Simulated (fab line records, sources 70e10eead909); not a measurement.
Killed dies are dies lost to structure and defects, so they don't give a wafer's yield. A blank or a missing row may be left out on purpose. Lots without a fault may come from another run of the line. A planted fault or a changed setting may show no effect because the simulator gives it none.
Which tool did it? | flow nand_harc | 14 lots, 42 wafers sampled, at 4 steps of a route of 1159

WHAT THE GAUGES READ, wafer by wafer
NHARC_A_CONTACT_CD_MEAS_42: target cd 200 nm. Usual: cd_nm 199.8 nm, standard deviation 0.57.
lot  | measured     | on        | cd_nm (nm)        | flag
L926 | day 17 09:23 | cd_sem-02 | 200.0 199.1 199.6 |
L925 | day 17 08:41 | cd_sem-01 | 200.1 199.6 200.2 |
L928 | day 18 02:14 | cd_sem-02 | 199.8 201.0 200.5 |
L927 | day 18 11:33 | cd_sem-02 | 200.0 200.3 199.3 |
L929 | day 18 18:08 | cd_sem-03 | 199.8 200.8 199.8 |
L930 | day 18 20:04 | cd_sem-02 | 200.2 199.6 200.0 |
L931 | day 19 00:09 | cd_sem-01 | 199.7 200.0 200.0 |
L932 | day 19 03:26 | cd_sem-03 | 199.9 199.3 199.7 |
L934 | day 20 09:53 | cd_sem-01 | 200.6 200.6 200.3 |
L941 | day 20 20:28 | cd_sem-03 | 200.6 200.1 200.6 |
L935 | day 20 15:20 | cd_sem-01 | 200.5 199.8 199.7 |
L936 | day 22 08:52 | cd_sem-02 | 199.1 198.7 199.0 |
L946 | day 22 18:44 | cd_sem-02 | 199.2 199.7       |
L947 | day 22 20:52 | cd_sem-01 | 199.1 199.4       |

WHICH TOOL RAN EACH LOT (tool, then ch and the chambers of the sampled wafers, then the start)
lot  | NHARC_A_WL_FILL_STRIP_27             | NHARC_A_WL_FILL_ALD_10           | NHARC_A_WL_FILL_ETCHBACK_17
L926 | plasma_asher-01 ch 0,1, day 15 21:32 | ald_hk-02 ch 1,3, day 16 03:33   | rie_metal-03 ch 0,1, day 16 07:49
L925 | plasma_asher-01 ch 0,1, day 15 21:41 | ald_hk-01 ch 0,1,3, day 16 05:08 | rie_metal-02 ch 0,1, day 16 08:56
L928 | plasma_asher-01 ch 0,1, day 16 14:40 | ald_hk-03 ch 0,1, day 16 20:25   | rie_metal-03 ch 0,1, day 17 00:46
L927 | plasma_asher-02 ch 0,1, day 17 07:16 | ald_hk-01 ch 0,1, day 17 12:44   | rie_metal-01 ch 0,1, day 17 17:34
L929 | plasma_asher-02 ch 0,1, day 17 10:40 | ald_hk-02 ch 0,1, day 17 17:59   | rie_metal-02 ch 0,1, day 17 22:49
L930 | plasma_asher-02 ch 0, day 17 16:04   | ald_hk-01 ch 0,2, day 17 22:57   | rie_metal-01 ch 1, day 18 03:14
L931 | plasma_asher-01 ch 0,1, day 17 18:56 | ald_hk-02 ch 0,1,3, day 17 22:04 | rie_metal-02 ch 0,1, day 18 02:24
L932 | plasma_asher-02 ch 0,1, day 17 23:47 | ald_hk-02 ch 0,1,2, day 18 08:34 | rie_metal-02 ch 0,1, day 18 12:52
L934 | plasma_asher-01 ch 0,1, day 19 07:28 | ald_hk-02 ch 1,2, day 19 13:43   | rie_metal-02 ch 1, day 19 18:31
L941 | plasma_asher-02 ch 0,1, day 19 07:34 | ald_hk-03 ch 1,2,3, day 19 16:36 | rie_metal-02 ch 0,1, day 19 21:26
L935 | plasma_asher-01 ch 0,1, day 19 10:49 | ald_hk-01 ch 0,2,3, day 19 16:42 | rie_metal-01 ch 0,1, day 19 21:36
L936 | plasma_asher-01 ch 0,1, day 20 17:20 | ald_hk-03 ch 0,1,3, day 20 23:51 | rie_metal-01 ch 0,1, day 21 06:43
L946 | plasma_asher-01 ch 0,1, day 21 09:29 | ald_hk-02 ch 0,1,2, day 21 15:38 | rie_metal-01 ch 0,1, day 21 20:26
L947 | plasma_asher-01 ch 0,1, day 21 14:35 | ald_hk-01 ch 1,2, day 21 19:48   | rie_metal-01 ch 0,1, day 22 00:43
- NHARC_A_WL_FILL_STRIP_27: strips in N2/H2, time 20 s.
- NHARC_A_WL_FILL_ALD_10: deposits SiO2, target thk 50 nm, pulse time 10 s, ald cycles 500.
- NHARC_A_WL_FILL_ETCHBACK_17: etches the open film in Cl2/BCl3, target depth 4 nm, time 26.7 s.

WHAT THE TOOLS THEMSELVES READ (means of the sampled wafers that have a number; where no wafer has one, the mark that the record gives instead)
NHARC_A_WL_FILL_STRIP_27. Usual: drypump_motor_current_A 5.9 A, standard deviation 0.47; heater_power_w 326 W, standard deviation 53.
lot  | tool            | drypump_motor_current_A (A) | heater_power_w (W) | flag
L926 | plasma_asher-01 | 5.7                         | 369                |
L925 | plasma_asher-01 | 5.7                         | 371                |
L928 | plasma_asher-01 | 5.6                         | 367                |
L927 | plasma_asher-02 | 6.0                         | 287                |
L929 | plasma_asher-02 | 6.3                         | 282                |
L930 | plasma_asher-02 | 5.5                         | 295                |
L931 | plasma_asher-01 | 5.8                         | 398                |
L932 | plasma_asher-02 | 6.3                         | 276                |
L934 | plasma_asher-01 | 5.7                         | 369                |
L941 | plasma_asher-02 | 6.3                         | 279                |
L935 | plasma_asher-01 | 5.8                         | 392                |
L936 | plasma_asher-01 | 5.8                         | 383                |
L946 | plasma_asher-01 | 5.7                         | 363                |
L947 | plasma_asher-01 | 5.8                         | 390                |

NHARC_A_WL_FILL_ALD_10. Usual: heater_power_w 462 W, standard deviation 44; precursor_pulse_height_rel 1.001, standard deviation 0.021.
lot  | tool      | heater_power_w (W) | precursor_pulse_height_rel | flag
L926 | ald_hk-02 | 455                | 0.993                      |
L925 | ald_hk-01 | 423                | 0.990                      |
L928 | ald_hk-03 | 481                | 1.009                      |
L927 | ald_hk-01 | 385                | 1.009                      |
L929 | ald_hk-02 | 515                | 1.011                      |
L930 | ald_hk-01 | 441                | 0.998                      |
L931 | ald_hk-02 | 482                | 1.013                      |
L932 | ald_hk-02 | 504                | 0.996                      |
L934 | ald_hk-02 | 496                | 1.016                      |
L941 | ald_hk-03 | 452                | 1.004                      |
L935 | ald_hk-01 | 456                | 0.999                      |
L936 | ald_hk-03 | 453                | 1.006                      |
L946 | ald_hk-02 | 490                | 0.995                      |
L947 | ald_hk-01 | 434                | 1.015                      |

NHARC_A_WL_FILL_ETCHBACK_17. Usual: drypump_motor_current_A 5.8 A, standard deviation 0.47; he_backside_leak_sccm 3.33 sccm, standard deviation 0.26; oes_product_au 1.002 a.u., standard deviation 0.011.
lot  | tool         | drypump_motor_current_A (A) | he_backside_leak_sccm (sccm) | oes_product_au (a.u.) | flag
L926 | rie_metal-03 | 5.7                         | 3.56                         | 1.005                 |
L925 | rie_metal-02 | 6.1                         | 3.38                         | 0.998                 |
L928 | rie_metal-03 | 5.6                         | 3.57                         | 1.011                 |
L927 | rie_metal-01 | 5.8                         | 3.02                         | 0.987                 |
L929 | rie_metal-02 | 6.0                         | 3.33                         | 1.009                 |
L930 | rie_metal-01 | 5.7                         | 3.59                         | 0.984                 |
L931 | rie_metal-02 | 6.0                         | 3.26                         | 1.006                 |
L932 | rie_metal-02 | 5.6                         | 3.44                         | 1.001                 |
L934 | rie_metal-02 | 6.5                         | 3.17                         | 0.988                 |
L941 | rie_metal-02 | 6.0                         | 3.22                         | 1.002                 |
L935 | rie_metal-01 | 5.8                         | 3.22                         | 0.986                 |
L936 | rie_metal-01 | 5.8                         | 3.19                         | 1.008                 |
L946 | rie_metal-01 | 5.8                         | 3.15                         | 0.943                 | OFF
L947 | rie_metal-01 | 5.8                         | 3.21                         | 0.950                 | OFF

THE ANSWER, worked out from the rows above alone
Rule: a lot is off if the mean of its wafers that have a number lies more than 3 standard deviations from the usual mean. A lot without any number at a reading at which 4 lots or more have one is off too. The other lots that the step has rows for count as sound. The gauges are gone through in route order, then the tools' own readings, and for those a lot's mean is taken as printed above. The first step at which some lot is off is used, and at that step the reading that is off furthest; a lot without a number counts as furthest.
Off: L946, L947, at NHARC_A_WL_FILL_ETCHBACK_17 (oes_product_au).
A tool fits if, at that step or a process step before it, it ran every lot that is off, and no sound lot after the first of them. Can't be told from this: 2 tools fit, plasma_asher-01 at NHARC_A_WL_FILL_STRIP_27, rie_metal-01 at NHARC_A_WL_FILL_ETCHBACK_17.

WHAT THE SIMULATOR HAD PUT IN
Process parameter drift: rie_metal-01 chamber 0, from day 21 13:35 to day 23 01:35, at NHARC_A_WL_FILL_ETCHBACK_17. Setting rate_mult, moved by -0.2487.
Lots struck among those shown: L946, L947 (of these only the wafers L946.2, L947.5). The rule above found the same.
